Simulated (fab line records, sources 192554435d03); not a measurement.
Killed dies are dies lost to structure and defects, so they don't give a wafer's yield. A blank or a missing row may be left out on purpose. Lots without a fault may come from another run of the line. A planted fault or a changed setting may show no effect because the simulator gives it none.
Which tool did it? | flow n5_finfet | 9 lots, 27 wafers sampled, at 5 steps of a route of 1938

WHAT THE GAUGES READ, wafer by wafer
N5_STI_FIN_REVEAL_THK_MEAS_05. Usual: thk_nm 131.8 nm, standard deviation 0.92.
lot  | measured    | on            | thk_nm (nm)       | flag
L398 | day 3 04:00 | film_metro-01 | 133.7 133.8 133.4 |
L401 | day 3 21:48 | film_metro-02 | 131.6 133.3 132.4 |
L402 | day 4 04:10 | film_metro-01 | 129.7 130.7 131.6 |
L406 | day 5 11:46 | film_metro-02 | 131.2 132.4 133.0 |
L410 | day 6 05:14 | film_metro-01 | 131.5 131.9 131.4 |
L412 | day 6 17:09 | film_metro-01 | 131.9 131.0 132.0 |
L414 | day 7 02:55 | film_metro-01 | 132.7 131.5 131.5 |
L416 | day 7 14:44 | film_metro-02 | 131.3 130.7 131.6 |
L417 | day 7 20:58 | film_metro-01 | 131.1 130.8 131.3 |

N5_BEOL_M4_RC_MEAS_101. Usual: DIBL_N 35.9 mV/V, standard deviation 1.3; DIBL_P 35.9 mV/V, standard deviation 1.5; IOFF_N 0.152 nA/um, standard deviation 0.023; IOFF_P 0.204 nA/um, standard deviation 0.027; ION_N 673 uA/um, standard deviation 9.2; ION_P 462 uA/um, standard deviation 6.7; SS_N 71.4 mV/dec, standard deviation 0.48; SS_P 73.2 mV/dec, standard deviation 0.55; VT_N 250.3 mV, standard deviation 2.6; VT_P -250.6 mV, standard deviation 3.
lot  | measured     | on        | DIBL_N (mV/V)  | DIBL_P (mV/V)  | IOFF_N (nA/um)    | IOFF_P (nA/um)    | ION_N (uA/um) | ION_P (uA/um) | SS_N (mV/dec)  | SS_P (mV/dec)  | VT_N (mV)         | VT_P (mV)            | flag
L398 | day 9 18:23  | prober-02 | 36.5 35.0 36.1 | 37.3 36.3 37.1 | 0.167 0.150 0.163 | 0.198 0.182 0.197 | 677 679 680   | 461 452 462   | 70.8 71.0 71.5 | 74.3 73.0 73.2 | 249.8 252.0 248.3 | -253.7 -254.3 -251.2 |
L401 | day 10 14:52 | prober-02 | 36.6 37.2 36.1 | 35.2 36.9 34.5 | 0.144 0.167 0.141 | 0.217 0.244 0.198 | 665 671 659   | 462 464 449   | 71.6 72.1 71.9 | 73.5 74.2 72.5 | 252.7 248.3 253.3 | -248.6 -249.5 -251.8 |
L402 | day 11 00:04 | prober-02 | 34.9 34.8 34.8 | 35.7 33.9 34.9 | 0.133 0.126 0.130 | 0.189 0.161 0.178 | 680 670 668   | 467 454 462   | 71.8 71.0 71.0 | 73.1 73.6 72.1 | 252.7 253.6 253.5 | -250.8 -254.7 -252.7 |
L406 | day 12 02:16 | prober-01 | 35.2 32.5 35.8 | 36.2 33.7 36.4 | 0.158 0.120 0.160 | 0.216 0.180 0.222 | 679 670 671   | 469 462 462   | 71.9 70.6 71.1 | 72.9 72.4 73.5 | 250.1 252.9 251.2 | -248.2 -250.1 -248.6 |
L410 | day 12 14:05 | prober-02 | 37.4 39.0 36.4 | 34.7 36.7 33.5 | 0.139 0.163 0.121 | 0.161 0.193 0.149 | 679 689 669   | 457 463 452   | 71.0 71.4 71.3 | 72.6 73.7 72.6 | 251.0 248.7 252.4 | -255.2 -253.3 -252.7 |
L412 | day 13 14:47 | prober-01 | 36.5 36.6 36.1 | 36.9 37.0 36.0 | 0.146 0.141 0.139 | 0.178 0.178 0.168 | 671 660 674   | 459 451 457   | 70.9 70.4 71.4 | 73.0 72.9 73.4 | 250.3 250.9 249.9 | -251.8 -254.6 -253.8 |
L414 | day 13 17:34 | prober-01 | 36.5 35.8 36.4 | 36.4 35.8 36.3 | 0.174 0.162 0.172 | 0.228 0.218 0.228 | 688 681 677   | 471 469 468   | 71.9 72.0 71.1 | 72.9 72.9 72.5 | 246.3 248.6 245.5 | -248.1 -249.2 -247.2 |
L416 | day 14 01:35 | prober-02 | 35.1 35.0 35.1 | 35.8 36.8 36.6 | 0.128 0.132 0.138 | 0.167 0.175 0.171 | 669 668 672   | 455 454 456   | 71.1 71.7 71.8 | 73.3 73.4 73.2 | 255.3 253.2 252.9 | -254.2 -253.3 -257.5 |
L417 | day 14 19:56 | prober-01 | 41.0 37.6 38.4 | 40.4 35.8 36.5 | 0.248 0.157 0.177 | 0.306 0.216 0.238 | 686 667 669   | 469 459 455   | 72.2 72.2 71.4 | 74.8 73.7 74.4 | 245.1 251.9 249.1 | -245.4 -252.3 -249.1 |

WHICH TOOL RAN EACH LOT (tool, then ch and the chambers of the sampled wafers, then the start)
lot  | N5_FIN_CUT_ETCH_21                | N5_FIN_CUT_CUT_ETCH_26            | N5_STI_FIN_REVEAL_ALD_00
L398 | rie_diel-01 ch 0,1,2, day 2 21:10 | rie_diel-01 ch 0,1,2, day 2 21:30 | ald_sin-04 ch 0,1, day 2 22:01
L401 | rie_diel-03 ch 0,1,2, day 3 15:28 | rie_diel-03 ch 0,1,2, day 3 15:49 | ald_sin-01 ch 0,1, day 3 16:24
L402 | rie_diel-06 ch 0,3, day 3 20:54   | rie_diel-06 ch 0,3, day 3 21:14   | ald_sin-04 ch 0,1,3, day 3 22:46
L406 | rie_diel-01 ch 0,2, day 5 05:31   | rie_diel-01 ch 0,2, day 5 05:52   | ald_sin-04 ch 1,2, day 5 06:23
L410 | rie_diel-03 ch 0,2,3, day 5 22:52 | rie_diel-03 ch 0,2,3, day 5 23:12 | ald_sin-01 ch 1,2,3, day 5 23:52
L412 | rie_diel-06 ch 0,1, day 6 10:08   | rie_diel-06 ch 0,1, day 6 10:29   | ald_sin-04 ch 0,1, day 6 11:46
L414 | rie_diel-03 ch 2,3, day 6 20:40   | rie_diel-03 ch 2,3, day 6 21:01   | ald_sin-02 ch 0,2,3, day 6 21:32
L416 | rie_diel-06 ch 1,3, day 7 08:10   | rie_diel-06 ch 1,3, day 7 08:31   | ald_sin-04 ch 1,2, day 7 09:21
L417 | rie_diel-06 ch 0,2,3, day 7 14:30 | rie_diel-06 ch 0,2,3, day 7 14:51 | ald_sin-02 ch 0,2,3, day 7 15:35
- N5_FIN_CUT_ETCH_21: etches SOC in N2/H2, target depth 219 nm, overetch 43.8 nm, time 523.5 s.
- N5_FIN_CUT_CUT_ETCH_26: etches SiNx in CH3F/O2, target depth 39 nm, time 55.7 s.
- N5_STI_FIN_REVEAL_ALD_00: deposits SiO2, target thk 1 nm, pulse time 1 s.

WHAT THE TOOLS THEMSELVES READ (means of the sampled wafers that have a number; where no wafer has one, the mark that the record gives instead)
N5_FIN_CUT_ETCH_21. Usual: drypump_motor_current_A 5.52 A, standard deviation 0.3; oes_product_au 0.73 a.u., standard deviation 0.065; rf_vpp_V 240.7 V, standard deviation 1.3; showerhead_plenum_p_Torr 2.54 Torr, standard deviation 0.09; temp_c 39.97 C, standard deviation 0.11; throttle_valve_pct 17.79 %, standard deviation 0.27.
lot  | tool        | drypump_motor_current_A (A) | oes_product_au (a.u.) | rf_vpp_V (V) | showerhead_plenum_p_Torr (Torr) | temp_c (C) | throttle_valve_pct (%) | flag
L398 | rie_diel-01 | 5.45                        | 0.73                  | 241.2        | 2.59                            | 40.03      | 17.88                  |
L401 | rie_diel-03 | 5.36                        | 0.72                  | 240.5        | 2.48                            | 40.04      | 17.71                  |
L402 | rie_diel-06 | 5.19                        | 0.75                  | 239.8        | 2.49                            | 39.84      | 17.69                  |
L406 | rie_diel-01 | 5.27                        | 0.75                  | 240.9        | 2.56                            | 39.99      | 17.89                  |
L410 | rie_diel-03 | 5.53                        | 0.68                  | 240.3        | 2.53                            | 39.85      | 17.97                  |
L412 | rie_diel-06 | 5.80                        | 0.83                  | 241.9        | 2.60                            | 39.99      | 17.50                  |
L414 | rie_diel-03 | 5.59                        | 0.67                  | 239.9        | 2.53                            | 39.88      | 18.17                  |
L416 | rie_diel-06 | 5.38                        | 0.72                  | 240.0        | 2.48                            | 39.97      | 17.79                  |
L417 | rie_diel-06 | 5.50                        | 0.74                  | 240.4        | 2.56                            | 39.98      | 17.68                  |

N5_FIN_CUT_CUT_ETCH_26. Usual: CH3F_flow_sccm 30.01 sccm, standard deviation 0.087; drypump_motor_current_A 5.51 A, standard deviation 0.3; oes_o_777_au 0.79 a.u., standard deviation 0.074; oes_product_au 0.79 a.u., standard deviation 0.078; rf_vpp_V 298.5 V, standard deviation 2.9; showerhead_plenum_p_Torr 2.00 Torr, standard deviation 0.067; throttle_valve_pct 16.31 %, standard deviation 0.26.
lot  | tool        | CH3F_flow_sccm (sccm) | drypump_motor_current_A (A) | oes_o_777_au (a.u.) | oes_product_au (a.u.) | rf_vpp_V (V) | showerhead_plenum_p_Torr (Torr) | throttle_valve_pct (%) | flag
L398 | rie_diel-01 | 29.95                 | 5.44                        | 0.79                | 0.79                  | 300.8        | 2.04                            | 16.42                  |
L401 | rie_diel-03 | 29.97                 | 5.37                        | 0.78                | 0.78                  | 295.2        | 1.95                            | 16.36                  |
L402 | rie_diel-06 | 29.99                 | 5.19                        | 0.81                | 0.81                  | 300.0        | 1.95                            | 16.19                  |
L406 | rie_diel-01 | 30.06                 | 5.27                        | 0.81                | 0.81                  | 300.6        | 2.02                            | 16.46                  |
L410 | rie_diel-03 | 29.98                 | 5.51                        | 0.75                | 0.73                  | 296.8        | 1.99                            | 16.57                  |
L412 | rie_diel-06 | 29.97                 | 5.79                        | 0.92                | 0.93                  | 299.1        | 2.05                            | 16.01                  |
L414 | rie_diel-03 | 30.17                 | 5.55                        | 0.73                | 0.71                  | 298.7        | 1.99                            | 16.69                  |
L416 | rie_diel-06 | 29.94                 | 5.35                        | 0.78                | 0.79                  | 298.2        | 1.95                            | 16.26                  |
L417 | rie_diel-06 | 30.02                 | 5.49                        | 0.81                | 0.80                  | 301.0        | 2.00                            | 16.13                  |

N5_STI_FIN_REVEAL_ALD_00. Usual: chamber_pressure_Torr 1.999 Torr, standard deviation 0.0045; heater_power_outer_w 278 W, standard deviation 31; heater_power_w 495 W, standard deviation 48; precursor_pulse_height_rel 0.995, standard deviation 0.021; susceptor_temp_C 299.99 C, standard deviation 0.18.
lot  | tool       | chamber_pressure_Torr (Torr) | heater_power_outer_w (W) | heater_power_w (W) | precursor_pulse_height_rel | susceptor_temp_C (C) | flag
L398 | ald_sin-04 | 2.003                        | 265                      | 499                | 1.006                      | 300.21               |
L401 | ald_sin-01 | -                            | -                        | -                  | -                          | -                    | OFF
L402 | ald_sin-04 | -                            | -                        | -                  | -                          | -                    | OFF
L406 | ald_sin-04 | 2.002                        | 265                      | 483                | 1.012                      | 300.17               |
L410 | ald_sin-01 | 1.996                        | 268                      | 459                | 1.008                      | 300.06               |
L412 | ald_sin-04 | 2.005                        | 253                      | 475                | 0.992                      | 299.78               |
L414 | ald_sin-02 | 2.004                        | 291                      | 498                | 0.988                      | 299.87               |
L416 | ald_sin-04 | 2.000                        | 270                      | 471                | 1.025                      | 300.09               |
L417 | ald_sin-02 | 2.002                        | 290                      | 501                | 0.998                      | 299.89               |

THE ANSWER, worked out from the rows above alone
Rule: a lot is off if the mean of its wafers that have a number lies more than 3 standard deviations from the usual mean. A lot without any number at a reading at which 4 lots or more have one is off too. The other lots that the step has rows for count as sound. The gauges are gone through in route order, then the tools' own readings, and for those a lot's mean is taken as printed above. The first step at which some lot is off is used, and at that step the reading that is off furthest; a lot without a number counts as furthest.
Off: L401, L402, at N5_STI_FIN_REVEAL_ALD_00 (chamber_pressure_Torr). Without a number there: L401, L402.
A tool fits if, at that step or a process step before it, it ran every lot that is off, and no sound lot after the first of them. None of those tried fits.

WHAT THE SIMULATOR HAD PUT IN
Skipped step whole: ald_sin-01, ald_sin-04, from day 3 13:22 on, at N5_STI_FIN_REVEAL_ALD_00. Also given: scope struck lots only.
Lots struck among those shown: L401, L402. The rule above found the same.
